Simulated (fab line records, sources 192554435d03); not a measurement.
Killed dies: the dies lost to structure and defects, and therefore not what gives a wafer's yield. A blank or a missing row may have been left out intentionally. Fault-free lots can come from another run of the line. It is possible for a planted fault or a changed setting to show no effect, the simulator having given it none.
Chamber matching / flow n5_finfet / 3 sister chambers for N5_FIN_SAQP_PECVD_06 on pecvd-03
The step deposits a-Si from SiH4/He, target thk 60 nm, time 48.1 s. 16 wafers are shown with their chamber, then 8 later ones without.

## WAFERS, EACH WITH ITS CHAMBER
wafer=L074.2; chamber=0; showerhead_plenum_p_Torr (Torr)=5.76; throttle_valve_pct (%)=18.0; heater_power_w (W)=777
wafer=L074.5; chamber=2; showerhead_plenum_p_Torr (Torr)=5.65; throttle_valve_pct (%)=17.5; heater_power_w (W)=921
wafer=L074.6; chamber=0; showerhead_plenum_p_Torr (Torr)=5.74; throttle_valve_pct (%)=18.0; heater_power_w (W)=768
wafer=L077.1; chamber=0; showerhead_plenum_p_Torr (Torr)=5.75; throttle_valve_pct (%)=18.2; heater_power_w (W)=770
wafer=L077.3; chamber=2; showerhead_plenum_p_Torr (Torr)=5.64; throttle_valve_pct (%)=17.5; heater_power_w (W)=885
wafer=L077.5; chamber=2; showerhead_plenum_p_Torr (Torr)=5.65; throttle_valve_pct (%)=17.6; heater_power_w (W)=881
wafer=L085.2; chamber=1; showerhead_plenum_p_Torr (Torr)=5.75; throttle_valve_pct (%)=18.5; heater_power_w (W)=751
wafer=L085.4; chamber=1; showerhead_plenum_p_Torr (Torr)=5.74; throttle_valve_pct (%)=18.5; heater_power_w (W)=747
wafer=L085.6; chamber=1; showerhead_plenum_p_Torr (Torr)=5.75; throttle_valve_pct (%)=18.7; heater_power_w (W)=743
wafer=L087.2; chamber=2; showerhead_plenum_p_Torr (Torr)=5.64; throttle_valve_pct (%)=17.5; heater_power_w (W)=849
wafer=L087.5; chamber=2; showerhead_plenum_p_Torr (Torr)=5.65; throttle_valve_pct (%)=17.5; heater_power_w (W)=842
wafer=L087.6; chamber=0; showerhead_plenum_p_Torr (Torr)=5.75; throttle_valve_pct (%)=17.7; heater_power_w (W)=727
wafer=L088.2; chamber=0; showerhead_plenum_p_Torr (Torr)=5.76; throttle_valve_pct (%)=18.1; heater_power_w (W)=739
wafer=L088.3; chamber=1; showerhead_plenum_p_Torr (Torr)=5.74; throttle_valve_pct (%)=18.8; heater_power_w (W)=711
wafer=L088.5; chamber=2; showerhead_plenum_p_Torr (Torr)=5.62; throttle_valve_pct (%)=17.5; heater_power_w (W)=944
wafer=L089.2; chamber=2; showerhead_plenum_p_Torr (Torr)=5.64; throttle_valve_pct (%)=17.8; heater_power_w (W)=918

SIGNATURES (averages over the wafers above)
reading=showerhead_plenum_p_Torr; chamber 0=5.7520; chamber 1=5.7450; chamber 2=5.6414; scatter within a chamber=0.00905
reading=throttle_valve_pct; chamber 0=18.000; chamber 1=18.625; chamber 2=17.557; scatter within a chamber=0.148
reading=heater_power_w; chamber 0=756.20; chamber 1=738.00; chamber 2=891.43; scatter within a chamber=29.9
Rule: a wafer lies at a distance from a chamber equal to the root of the sum of squares, over the readings, of (its reading less the chamber's mean, divided by the reading's scatter). If the next closest chamber is less than 2 further off than the closest, the wafer can't be placed; otherwise it belongs to the closest. The scatter: take each reading less its chamber's mean, square it, sum over the shown wafers, divide by the number of wafers less the number of chambers, and take the root.

## WAFERS WITH NO CHAMBER GIVEN
wafer=L089.3; showerhead_plenum_p_Torr (Torr)=5.76; throttle_valve_pct (%)=18.0; heater_power_w (W)=706
wafer=L089.6; showerhead_plenum_p_Torr (Torr)=5.74; throttle_valve_pct (%)=18.6; heater_power_w (W)=785
wafer=L092.1; showerhead_plenum_p_Torr (Torr)=5.74; throttle_valve_pct (%)=18.4; heater_power_w (W)=712
wafer=L092.4; showerhead_plenum_p_Torr (Torr)=5.74; throttle_valve_pct (%)=18.6; heater_power_w (W)=697
wafer=L092.6; showerhead_plenum_p_Torr (Torr)=5.75; throttle_valve_pct (%)=17.9; heater_power_w (W)=720
wafer=L093.1; showerhead_plenum_p_Torr (Torr)=5.65; throttle_valve_pct (%)=18.1; heater_power_w (W)=886
wafer=L093.4; showerhead_plenum_p_Torr (Torr)=5.64; throttle_valve_pct (%)=17.8; heater_power_w (W)=900
wafer=L093.5; showerhead_plenum_p_Torr (Torr)=5.76; throttle_valve_pct (%)=18.1; heater_power_w (W)=777

## EACH ONE'S CHAMBER
wafer=L089.3; from the rows above=0; in truth=0
wafer=L089.6; from the rows above=1; in truth=1
wafer=L092.1; from the rows above=can't be placed: 1 or 0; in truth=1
wafer=L092.4; from the rows above=1; in truth=1
wafer=L092.6; from the rows above=0; in truth=0
wafer=L093.1; from the rows above=2; in truth=2
wafer=L093.4; from the rows above=2; in truth=2
wafer=L093.5; from the rows above=0; in truth=0
Correctly placed: 7 of 8. Cannot be placed on the basis of these rows: 1; the candidates contain the true chamber in 1. 0 placed wrongly.
